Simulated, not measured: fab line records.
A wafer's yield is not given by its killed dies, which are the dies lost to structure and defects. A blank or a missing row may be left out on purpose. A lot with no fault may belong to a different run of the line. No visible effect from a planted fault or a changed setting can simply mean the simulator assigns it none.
What tool caused it?	flow nand_harc	12 lots (36 wafers sampled), 1 step of a 1302-step route

== WHAT THE GAUGES READ, wafer by wafer ==
NHARC_A_CONTACT_CD_MEAS_15.
lot	measured	on	cd_nm (nm)
L075	day 22 12:09	cd_sem-01	190.5 191.1 190.3
L077	day 24 01:46	cd_sem-02	189.6 190.3 189.6
L078	day 24 10:25	cd_sem-02	189.4 190.3 189.5
L082	day 25 20:50	cd_sem-02	190.2 190.4 190.4
L084	day 26 02:20	cd_sem-01	190.7 190.6 191.1
L085	day 27 06:12	cd_sem-03	190.9 190.4 190.0
L088	day 27 23:07	cd_sem-03	189.2 189.1 188.7
L089	day 28 01:42	cd_sem-03	190.7 190.4 190.4
L091	day 29 06:25	cd_sem-02	191.0 189.9 190.7
L092	day 29 22:02	cd_sem-02	190.0 190.6 190.2
L095	day 31 01:08	cd_sem-03	190.8 190.1 190.3
L096	day 31 13:14	cd_sem-02	189.4 189.7 190.1

== TOOL THAT RAN EACH LOT (tool first, then ch and the chambers of the sampled wafers, then the start) ==
Before these readings, the record contains no process step.

== THE ANSWER, worked out from the rows above alone ==
Rule: what is usual is taken from the lots themselves. Put in order of their means at a reading, lots are off if they are a third of the lots or fewer, leave a main group of 4 or more, and stand apart from it by a gap of 3 or more times the standard deviation of the main group's means; of several such gaps the widest counts. Not used: any main group whose means are identical at the precision the tables above print for the reading. A lot without any number at a reading at which 4 lots or more have one is off too. Where the step has rows for the other lots, those lots are counted as sound.
None of the lots is off at any reading shown; this tells nothing.

== WHAT THE SIMULATOR HAD INSERTED ==
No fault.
